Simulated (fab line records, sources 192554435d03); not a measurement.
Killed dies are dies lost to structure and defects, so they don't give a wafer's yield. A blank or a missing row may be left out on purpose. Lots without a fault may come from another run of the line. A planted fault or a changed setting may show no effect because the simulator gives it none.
Split-lot experiment | flow n5_finfet | 7 lots, 39 wafers read, on a route of 1938 steps

THE SPLIT
At N5_BEOL_M2_DESCUM_16 (chemistry O2, time 7 s), the setting time_s was moved away from the recipe's 7 s on 15 of the 39 wafers read, by -53.8% to +54.9%. The other wafers ran this setting at the recipe's value.

The reading is taken at the split's own step.

THE READING
CAR-EUV_of_BEOL_M2_COAT_05.thk_nm (the simulator's own value, which no gauge read), in nm, at N5_BEOL_M2_DESCUM_16 (chemistry O2, time 7 s). The file gives no usual value for it. The 24 wafers here that ran the recipe average 26.1 nm, standard deviation 0.12 nm.

wafer  | tool, chamber at the split | time_s as run, s | against the recipe | CAR-EUV_of_BEOL_M2_COAT_05.thk_nm, nm | against lot-mates on the recipe
L074.1 | rie_diel-06, 1,0           | 7                | recipe             | 26.2                                  | -
L074.2 | rie_diel-06, 1,0           | 7                | recipe             | 26.2                                  | -
L074.3 | rie_diel-06, 2,0,2         | 3.235            | -53.8%             | 28                                    | +1.9
L074.5 | rie_diel-06, 2,0,2         | 3.235            | -53.8%             | 28                                    | +1.9
L074.6 | rie_diel-06, 2,0,2         | 3.235            | -53.8%             | 28                                    | +1.9
L074.4 | rie_diel-06, 1             | 7                | recipe             | 26                                    | -
L075.1 | rie_diel-02, 0             | 7                | recipe             | 26                                    | -
L075.5 | rie_diel-02, 0             | 7                | recipe             | 26                                    | -
L075.2 | rie_diel-02, 1             | 5.826            | -16.8%             | 26.6                                  | +0.7
L075.3 | rie_diel-02, 2,3           | 5.826            | -16.8%             | 26.4                                  | +0.5
L075.4 | rie_diel-02, 2,3           | 5.826            | -16.8%             | 26.4                                  | +0.5
L075.6 | rie_diel-02, 1             | 7                | recipe             | 25.8                                  | -
L077.1 | rie_diel-02, 3,0           | 4.047            | -42.2%             | 27.4                                  | +1.3
L077.3 | rie_diel-02, 3,0           | 4.047            | -42.2%             | 27.4                                  | +1.3
L077.2 | rie_diel-02, 2             | 7                | recipe             | 26.2                                  | -
L077.4 | rie_diel-02, 1             | 4.047            | -42.2%             | 27.6                                  | +1.5
L077.5 | rie_diel-02, 0,3           | 7                | recipe             | 26                                    | -
L077.6 | rie_diel-02, 0,3           | 7                | recipe             | 26                                    | -
L080.2 | rie_diel-06, 1,0           | 7                | recipe             | 26                                    | -
L080.5 | rie_diel-06, 1,0           | 7                | recipe             | 26                                    | -
L080.4 | rie_diel-06, 3             | 7                | recipe             | 25.8                                  | -
L082.1 | rie_diel-06, 0,2,1,0,1     | 7                | recipe             | 26.2                                  | -
L082.3 | rie_diel-06, 0,2,1,0,1     | 7                | recipe             | 26.2                                  | -
L082.4 | rie_diel-06, 0,2,1,0,1     | 7                | recipe             | 26.2                                  | -
L082.5 | rie_diel-06, 0,2,1,0,1     | 7                | recipe             | 26.2                                  | -
L082.6 | rie_diel-06, 0,2,1,0,1     | 7                | recipe             | 26.2                                  | -
L082.2 | rie_diel-06, 3             | 7                | recipe             | 26                                    | -
L086.1 | rie_diel-06, 0             | 10.84            | +54.9%             | 24.2                                  | -1.8
L086.2 | rie_diel-06, 1,2,2         | 7                | recipe             | 26                                    | -
L086.3 | rie_diel-06, 1,2,2         | 7                | recipe             | 26                                    | -
L086.5 | rie_diel-06, 1,2,2         | 7                | recipe             | 26                                    | -
L086.4 | rie_diel-06, 3             | 10.84            | +54.9%             | 24                                    | -2.0
L086.6 | rie_diel-06, 3             | 10.84            | +54.9%             | 24                                    | -2.0
L093.1 | rie_diel-06, 3,0           | 10.63            | +51.9%             | 24.4                                  | -1.7
L093.2 | rie_diel-06, 3,0           | 10.63            | +51.9%             | 24.4                                  | -1.7
L093.3 | rie_diel-06, 2             | 7                | recipe             | 26.2                                  | -
L093.6 | rie_diel-06, 2             | 7                | recipe             | 26.2                                  | -
L093.4 | rie_diel-06, 1             | 7                | recipe             | 26                                    | -
L093.5 | rie_diel-06, 1             | 10.63            | +51.9%             | 24.2                                  | -1.9
Where a row lists several chambers, the file gives one row for several wafers and doesn't say which wafer went through which chamber.

THE FIT
A straight line over all 39 wafers: CAR-EUV_of_BEOL_M2_COAT_05.thk_nm changes by -0.0347 nm for each +1% of time_s; r = -0.99; the points scatter about the line by 0.13 nm.
The same after taking each lot's own level away (the mean of its wafers on the recipe; 39 wafers): -0.0345 nm for each +1%; r = -1.00; scatter 0.088 nm.
On that fit, the largest move of time_s shifts the reading by 1.9 nm.
The lots' own levels span 25.93 to 26.17 nm, that is 1.9 times the standard deviation above.
So the lot-to-lot level changes the slope little: the two slopes agree.
Check: with one of the wafers moved furthest among these (+54.9%) left out of the fit, the line predicts -1.92 nm for it against its lot-mates. It came out at -1.8 nm against them.

OTHER SPLITS ON THESE WAFERS
These wafers also went through other splits before the reading. Each is held against what the fit with the lots' levels taken away leaves over:
other split on the same wafers          | wafers away from the commonest value | r with CAR-EUV_of_BEOL_M2_COAT_05.thk_nm (lot level and that fit taken away)
N5_ZERO_LAYER_DEVELOP_10 develop_time_s | 12                                   | +0.28
N5_FIN_SAQP_PECVD_06 time_s             | 15                                   | +0.20
N5_BEOL_M0_SAQP_ETCH_106 target_depth_a | 12                                   | +0.20

THE FILE'S OWN FIT
CAR-EUV_of_BEOL_M2_COAT_05.thk_nm changes by -0.0345 nm for each +1% of time_s, r = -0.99.
